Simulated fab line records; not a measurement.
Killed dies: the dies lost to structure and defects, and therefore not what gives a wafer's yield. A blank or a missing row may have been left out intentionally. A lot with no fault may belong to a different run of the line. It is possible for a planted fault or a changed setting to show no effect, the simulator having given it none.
fab line records | flow n5Finfet
record lots=11 | wafers=33 | lastDay=18
route steps=1938 shown BEOL_M1@827 BEOL_M2@845 BEOL_M4@1111
lots with no fault: from the same line, run without faults
startH: hours from the record's opening day to when the first of the lot's shown wafers began | waitH: hours elapsed since this lot's preceding step | " the same as in the row above | L1.1+2: several wafers, shown together as one row | - no value, or no start was given | * or withheld: withheld | < > ~ a bound
route shown NAME@n: NAME is a module with steps in the file, n the number in the route of the first one | usual: mean and standard deviation over wafers with no fault | same: alike in all rows | chamber/n: place in a boat | sites: readings site by site | _std_site: standard deviation across them | _edge_site: inner sites' mean taken away from outer sites' mean | radiusMm: how far each site lies from the wafer's centre | mask NAME#n: copy n | behind: the last tool/chamber to shape the wafer | hold: reason for holding the lot/hours on hold/outcome of the hold | device: the n, p or np transistor that did not switch | end of line: the tests these same wafers got at the end of their route | where a step has no rows: the recipe by itself | killed: the dies lost at the first sort to structure and to defects; this is not the yield of the wafer | map: per-die view of a wafer (x killed, . not killed, _ where there is no die)
set.NAME: the setting the step ran with; set.NAME@STEP: the setting that earlier step ran with | model.NAME: the simulator's own value behind a step, which no gauge read
a sample of lots followed through the steps of the route, with each step as a table and each wafer as a row
services: from which hour (startH, from the record's first day; less than 0 if before it) a tool's chamber was out of use, for how many hours, and why
## steps
# step N5_BEOL_M1_ANNEAL_93
# recipe tempC=400 | timeS=240 | ambient=vacuum
# usual heaterPowerW=823/90
lot.wafer | tool          | chamber | startH | waitH | heaterPowerW
L502.2    | pvdSputter-02 | -       | 141.29 | 0.0   | 902
L502.3    | "             | -       | "      | "     | 792
L502.5    | "             | -       | "      | "     | 789
L503.2    | pvdSputter-03 | -       | 157.58 | 0.0   | 889
L503.3    | "             | -       | "      | "     | 770
L503.5    | "             | -       | "      | "     | 873
L505.1    | pvdSputter-01 | -       | 161.15 | 0.0   | 755
L505.2    | "             | -       | "      | "     | 758
L505.5    | "             | -       | "      | "     | 749
L507.2    | pvdSputter-01 | -       | 171.31 | 0.0   | 766
L507.5    | "             | -       | "      | "     | 997
L507.6    | "             | -       | "      | "     | 764
L508.1    | pvdSputter-01 | -       | 175.87 | 0.0   | 752
L508.2    | "             | -       | "      | "     | 1034
L508.3    | "             | -       | "      | "     | 827
L510.2    | pvdSputter-03 | -       | 198.41 | 0.0   | 764
L510.3    | "             | -       | "      | "     | 865
L510.4    | "             | -       | "      | "     | 785
L513.2    | pvdSputter-03 | -       | 206.18 | 0.0   | 872
L513.3    | "             | -       | "      | "     | 787
L513.6    | "             | -       | "      | "     | 866
L515.3    | pvdSputter-03 | -       | 228.15 | 0.0   | 805
L515.4    | "             | -       | "      | "     | 905
L515.5    | "             | -       | "      | "     | 892
L520.2    | pvdSputter-02 | -       | 251.64 | 0.0   | 802
L520.3    | "             | -       | "      | "     | 710
L520.6    | "             | -       | "      | "     | 720
L522.1    | pvdSputter-01 | -       | 263.94 | 0.0   | 1010
L522.2    | "             | -       | "      | "     | 766
L522.5    | "             | -       | "      | "     | 1012
L523.1    | pvdSputter-03 | -       | 271.66 | 0.0   | 893
L523.2    | "             | -       | "      | "     | 808
L523.4    | "             | -       | "      | "     | 880
# step N5_BEOL_M1_THK_MEAS_53
# recipe thkMeasGauge=xrf | reads=Cu_of_BEOL_M1_ECD_50
# usual M1_THK=40.2/1.9
lot.wafer | tool         | chamber | startH | waitH | M1_THK[nm]
L502.2    | filmMetro-02 | -       | 142.44 | -     | 37.8
L502.3    | "            | -       | "      | "     | 38.7
L502.5    | "            | -       | "      | "     | 41.1
L503.2    | filmMetro-02 | -       | 158.73 | -     | 40.9
L503.3    | "            | -       | "      | "     | 41.2
L503.5    | "            | -       | "      | "     | 42.5
L505.1    | filmMetro-02 | -       | 162.30 | -     | 40.6
L505.2    | "            | -       | "      | "     | 39.4
L505.5    | "            | -       | "      | "     | 42.2
L507.2    | filmMetro-02 | -       | 172.46 | -     | 41.6
L507.5    | "            | -       | "      | "     | 42.0
L507.6    | "            | -       | "      | "     | 42.4
L508.1    | filmMetro-02 | -       | 177.02 | -     | 42.7
L508.2    | "            | -       | "      | "     | 38.9
L508.3    | "            | -       | "      | "     | 39.1
L510.2    | filmMetro-02 | -       | 199.56 | -     | 38.4
L510.3    | "            | -       | "      | "     | 38.0
L510.4    | "            | -       | "      | "     | 38.9
L513.2    | filmMetro-01 | -       | 207.46 | -     | 39.6
L513.3    | "            | -       | "      | "     | 43.5
L513.6    | "            | -       | "      | "     | 40.0
L515.3    | filmMetro-01 | -       | 229.33 | -     | 38.2
L515.4    | "            | -       | "      | "     | 40.9
L515.5    | "            | -       | "      | "     | 41.8
L520.2    | filmMetro-02 | -       | 252.92 | -     | 39.3
L520.3    | "            | -       | "      | "     | 41.4
L520.6    | "            | -       | "      | "     | 42.4
L522.1    | filmMetro-02 | -       | 265.08 | -     | 38.9
L522.2    | "            | -       | "      | "     | 35.5
L522.5    | "            | -       | "      | "     | 38.0
L523.1    | filmMetro-02 | -       | 272.80 | -     | 40.1
L523.2    | "            | -       | "      | "     | 38.9
L523.4    | "            | -       | "      | "     | 40.5
# step N5_BEOL_M1_CO_CAP_55
# recipe material=Co | targetThkA=20 | tempC=200 | precursor=CCTBA/H2 | pressureTorr=30 | timeS=102.1
# usual heaterPowerW=234/8.2
lot.wafer | tool     | chamber | startH | waitH | heaterPowerW | sinceWetCleanH
L502.2    | cvdCo-02 | 2       | 142.51 | 0.0   | 241          | 443
L502.3    | "        | 1       | "      | "     | 229          | 6
L502.5    | "        | 2       | "      | "     | 243          | -
L503.2    | cvdCo-02 | 2       | 158.81 | 0.0   | 242          | 459
L503.3    | "        | 1       | "      | "     | 227          | 22
L503.5    | "        | 2       | "      | "     | 248          | -
L505.1    | cvdCo-01 | 0       | 162.38 | 0.0   | 228          | 704
L505.2    | "        | 1       | "      | "     | 243          | 1141
L505.5    | "        | 2       | "      | "     | 225          | -
L507.2    | cvdCo-02 | 1       | 172.54 | 0.0   | 223          | 36
L507.5    | "        | 0       | "      | "     | 239          | -
L507.6    | "        | 2       | "      | "     | 235          | -
L508.1    | cvdCo-01 | 0       | 177.09 | 0.0   | 226          | 718
L508.2    | "        | 2       | "      | "     | 221          | 259
L508.3    | "        | 1       | "      | "     | 239          | 1156
L510.2    | cvdCo-02 | 2       | 199.63 | 0.0   | 244          | 500
L510.3    | "        | 0       | "      | "     | 241          | 960
L510.4    | "        | 0       | "      | "     | 237          | -
L513.2    | cvdCo-02 | 1       | 207.54 | 0.0   | 228          | 71
L513.3    | "        | 2       | "      | "     | 245          | 508
L513.6    | "        | 2       | "      | "     | 246          | -
L515.3    | cvdCo-02 | 2       | 229.40 | 0.0   | 245          | 530
L515.4    | "        | 0       | "      | "     | 243          | -
L515.5    | "        | 1       | "      | "     | 225          | -
L520.2    | cvdCo-02 | 1       | 253.07 | 0.0   | 227          | 116
L520.3    | "        | 2       | "      | "     | 244          | 554
L520.6    | "        | 2       | "      | "     | 248          | -
L522.1    | cvdCo-02 | 0       | 265.27 | 0.0   | 236          | 1025
L522.2    | "        | 1       | "      | "     | 218          | 129
L522.5    | "        | 0       | "      | "     | 239          | -
L523.1    | cvdCo-02 | 1       | 272.90 | 0.0   | 225          | 136
L523.2    | "        | 0       | "      | "     | 240          | 1033
L523.4    | "        | 0       | "      | "     | 237          | -
# step N5_BEOL_M2_COAT_61
# recipe resist=SOC | tempC=250 | timeS=60 | spinRpm=1500 | resistThkNm=60
# usual heaterPowerTotalW=500.3/1.9 | plateTempC=249.98/0.18 | resistLineTempC=22.98/0.12 | runLengthS=66.05/0.16
lot.wafer | tool          | chamber | startH | waitH | heaterPowerTotalW | plateTempC | resistLineTempC | runLengthS
L502.2    | lithoTrack-04 | 0       | 143.39 | 0.1   | 497.3             | 249.87     | 22.91           | 65.79
L502.3    | "             | 0       | "      | "     | 499.2             | 249.77     | 22.95           | 65.95
L502.5    | "             | 0       | "      | "     | 502.5             | 249.84     | 23.09           | 65.98
L503.2    | lithoTrack-01 | 0       | 162.42 | 0.1   | 501.2             | 250.11     | 23.15           | 66.33
L503.3    | "             | 0       | "      | "     | 501.8             | 249.78     | 23.08           | 66.51
L503.5    | "             | 0       | "      | "     | 497.8             | 250.13     | 23.13           | 66.18
L505.1    | lithoTrack-01 | 0       | 163.90 | 0.1   | 498.7             | 250.18     | 23.01           | 66.24
L505.2    | "             | 0       | "      | "     | 502.2             | 250.37     | 22.96           | 66.20
L505.5    | "             | 0       | "      | "     | 500.1             | 250.08     | 22.93           | 66.11
L507.2    | lithoTrack-04 | 0       | 173.58 | 0.1   | 499.4             | 249.76     | 23.06           | 65.79
L507.5    | "             | 0       | "      | "     | 501.7             | 249.82     | 23.08           | 66.07
L507.6    | "             | 0       | "      | "     | 502.0             | 250.08     | 23.03           | 65.90
L508.1    | lithoTrack-01 | 0       | 178.36 | 0.1   | 503.2             | 249.85     | 22.74           | 66.23
L508.2    | "             | 0       | "      | "     | 501.7             | 250.34     | 22.93           | 66.07
L508.3    | "             | 0       | "      | "     | 500.3             | 250.03     | 22.84           | 66.45
L510.2    | lithoTrack-04 | 0       | 200.82 | 0.1   | 502.8             | 250.12     | 22.72           | 65.79
L510.3    | "             | 0       | "      | "     | 497.7             | 250.04     | 22.95           | 65.87
L510.4    | "             | 0       | "      | "     | 500.2             | 249.70     | 23.14           | 65.84
L513.2    | lithoTrack-01 | 0       | 209.73 | 0.1   | 620.0             | -          | 23.11           | 48.44
L513.3    | "             | 0       | "      | "     | 620.1             | -          | 23.12           | 48.61
L513.6    | "             | 0       | "      | "     | 500.8             | 250.21     | 22.96           | 66.03
L515.3    | lithoTrack-01 | 0       | 229.93 | 0.1   | 621.4             | -          | 23.08           | 48.47
L515.4    | "             | 0       | "      | "     | 500.0             | 250.02     | 23.05           | 66.34
L515.5    | "             | 0       | "      | "     | 502.0             | 249.83     | 22.86           | 66.36
L520.2    | lithoTrack-04 | 0       | 255.47 | 0.1   | 497.7             | 250.11     | 23.04           | 65.82
L520.3    | "             | 0       | "      | "     | 499.0             | 250.25     | 23.14           | 65.90
L520.6    | "             | 0       | "      | "     | 503.3             | 249.99     | 23.24           | 65.78
L522.1    | lithoTrack-04 | 0       | 267.02 | 0.1   | 497.7             | 249.97     | 22.91           | 66.05
L522.2    | "             | 0       | "      | "     | 501.8             | 249.95     | 22.97           | 66.01
L522.5    | "             | 0       | "      | "     | 502.1             | 250.05     | 23.09           | 66.08
L523.1    | lithoTrack-05 | 0       | 274.05 | 0.1   | 501.3             | 249.82     | 23.27           | 65.99
L523.2    | "             | 0       | "      | "     | 499.3             | 249.98     | 23.04           | 66.02
L523.4    | "             | 0       | "      | "     | 500.8             | 250.03     | 23.13           | 66.04
# step N5_BEOL_M4_RC_MEAS_101
# usual DIBL_N=37.1/2.4 | DIBL_P=37/3 | IOFF_N=0.18/0.053 | IOFF_P=0.21/0.05 | ION_N=674/14 | ION_P=459/9.2 | SS_N=72.1/0.9 | SS_P=73.4/0.89 | VT_N=250/3.8 | VT_P=-251/3.7
lot.wafer | tool      | chamber | startH | waitH | DIBL_N[mV/V] | DIBL_P[mV/V] | IOFF_N[nA/um] | IOFF_P[nA/um] | ION_N[uA/um] | ION_P[uA/um] | SS_N[mV/dec] | SS_P[mV/dec] | VT_N[mV] | VT_P[mV]
L502.2    | prober-02 | 0       | 200.38 | 0.2   | 35.7         | 35           | 0.16          | 0.22          | 671          | 464          | 71.8         | 72.9         | 249      | -249
L502.3    | "         | 0       | "      | "     | 37.7         | 36           | 0.19          | 0.22          | 677          | 461          | 72.6         | 73.0         | 251      | -249
L502.5    | "         | 0       | "      | "     | 34.8         | 34           | 0.14          | 0.18          | 656          | 455          | 71.9         | 72.3         | 253      | -249
L505.1    | prober-02 | 0       | 205.69 | 0.0   | 40.3         | 37           | 0.26          | 0.19          | 659          | 447          | 74.5         | 73.1         | 250      | -253
L505.2    | "         | 0       | "      | "     | 35.2         | 35           | 0.13          | 0.16          | 654          | 445          | 70.6         | 73.0         | 253      | -254
L505.5    | "         | 0       | "      | "     | 36.3         | 36           | 0.14          | 0.17          | 655          | 441          | 71.5         | 72.5         | 252      | -254
L503.2    | prober-01 | 0       | 205.80 | 0.2   | 37.7         | 39           | 0.20          | 0.25          | 688          | 467          | 71.6         | 73.7         | 248      | -248
L503.3    | "         | 0       | "      | "     | 36.7         | 37           | 0.19          | 0.23          | 681          | 464          | 72.0         | 72.7         | 245      | -248
L503.5    | "         | 0       | "      | "     | 37.9         | 38           | 0.20          | 0.23          | 664          | 453          | 73.0         | 73.8         | 247      | -248
L507.2    | prober-02 | 0       | 213.79 | 0.2   | 36.1         | 34           | 0.14          | 0.20          | 674          | 464          | 72.4         | 72.6         | 252      | -250
L507.5    | "         | 0       | "      | "     | 33.4         | 31           | 0.11          | 0.16          | 656          | 453          | 71.2         | 71.6         | 256      | -252
L507.6    | "         | 0       | "      | "     | 36.5         | 36           | 0.15          | 0.22          | 677          | 474          | 72.2         | 73.4         | 253      | -250
L508.1    | prober-01 | 0       | 232.04 | 0.0   | 33.4         | 31           | 0.11          | 0.15          | 663          | 456          | 70.8         | 72.4         | 256      | -254
L508.2    | "         | 0       | "      | "     | 39.3         | 38           | 0.22          | 0.24          | 685          | 465          | 72.2         | 73.3         | 247      | -249
L508.3    | "         | 0       | "      | "     | 36.0         | 34           | 0.14          | 0.18          | 661          | 443          | 71.0         | 72.4         | 254      | -253
L510.2    | prober-02 | 0       | 234.89 | 0.2   | 37.4         | 35           | 0.20          | 0.18          | 679          | 453          | 72.4         | 73.6         | 248      | -253
L510.3    | "         | 0       | "      | "     | 37.3         | 39           | 0.17          | 0.22          | 670          | 455          | 71.4         | 74.0         | 251      | -252
L510.4    | "         | 0       | "      | "     | 38.5         | 39           | 0.20          | 0.22          | 672          | 449          | 73.4         | 74.6         | 250      | -251
L513.2    | prober-01 | 0       | 257.38 | 0.2   | 36.5         | 37           | 0.16          | 0.22          | 682          | 466          | 73.1         | 73.8         | 251      | -248
L513.3    | "         | 0       | "      | "     | 35.9         | 36           | 0.17          | 0.22          | 676          | 465          | 71.8         | 73.9         | 247      | -249
L513.6    | "         | 0       | "      | "     | 35.7         | 37           | 0.17          | 0.23          | 678          | 473          | 71.9         | 73.6         | 250      | -249
L515.3    | prober-01 | 0       | 277.27 | 0.3   | 44.3         | 45           | 0.39          | 0.41          | 708          | 473          | 74.5         | 75.2         | 243      | -240
L515.4    | "         | 0       | "      | "     | 36.7         | 35           | 0.17          | 0.20          | 664          | 453          | 71.5         | 73.1         | 250      | -250
L515.5    | "         | 0       | "      | "     | 38.2         | 38           | 0.19          | 0.24          | 671          | 458          | 71.8         | 73.4         | 249      | -250
L520.2    | prober-02 | 0       | 288.24 | 0.2   | 41.6         | 41           | 0.28          | 0.27          | 683          | 463          | 73.6         | 75.0         | 243      | -248
L520.3    | "         | 0       | "      | "     | 35.2         | 35           | 0.14          | 0.17          | 651          | 446          | 71.9         | 72.9         | 255      | -255
L520.6    | "         | 0       | "      | "     | 39.3         | 38           | 0.24          | 0.23          | 682          | 461          | 73.2         | 74.9         | 247      | -251
L522.1    | prober-01 | 0       | 309.62 | 0.0   | 36.6         | 37           | 0.17          | 0.18          | 682          | 459          | 72.2         | 72.7         | 251      | -256
L522.2    | "         | 0       | "      | "     | 34.7         | 35           | 0.14          | 0.16          | 665          | 446          | 71.2         | 73.3         | 251      | -255
L522.5    | "         | 0       | "      | "     | 34.5         | 35           | 0.14          | 0.16          | 670          | 458          | 70.7         | 73.3         | 252      | -258
L523.1    | prober-01 | 0       | 312.45 | 0.0   | 34.9         | 35           | 0.13          | 0.16          | 662          | 456          | 71.0         | 73.0         | 254      | -253
L523.2    | "         | 0       | "      | "     | 37.6         | 38           | 0.16          | 0.19          | 662          | 448          | 71.7         | 73.5         | 254      | -253
L523.4    | "         | 0       | "      | "     | 37.8         | 39           | 0.19          | 0.22          | 681          | 460          | 71.8         | 73.7         | 249      | -252
## services
tool          | chamber | startH | hours | kind
cvdCo-01      | -       | 117.76 | 0.6   | repair
pvdSputter-01 | -       | 131.79 | 0.9   | repair
cvdCo-02      | -       | 164.73 | 2.8   | pm
cvdCo-02      | 0       | 176.20 | 9.3   | repair
cvdCo-02      | -       | 236.57 | 0.5   | repair
cvdCo-02      | -       | 263.49 | 0.8   | repair
## key
firstSign step=N5_BEOL_M2_COAT_61 | reading=runLengthS | direction=down | sigmas=99+ | usual=* | struck=*
effect step=N5_BEOL_M2_COAT_61 | reading=heaterPowerTotalW | direction=up | sigmas=65 | usual=* | struck=*
metAt N5_BEOL_M2_COAT_61
struckLots L513,L515
struckWafers L513.2,L513.3,L515.3
notActingAt N5_BEOL_M1_ANNEAL_93,N5_BEOL_M1_THK_MEAS_53,N5_BEOL_M1_CO_CAP_55
onsetBetween 178.36 209.73
fault kind=processParameterDrift | tool=lithoTrack-01 | chamber=- | onsetH=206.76 | steps=N5_BEOL_M2_COAT_61 | channel=timeS | offset=* | shape=step | endH=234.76 | scope=struckWafersOnly | actsIn=* | stated=*
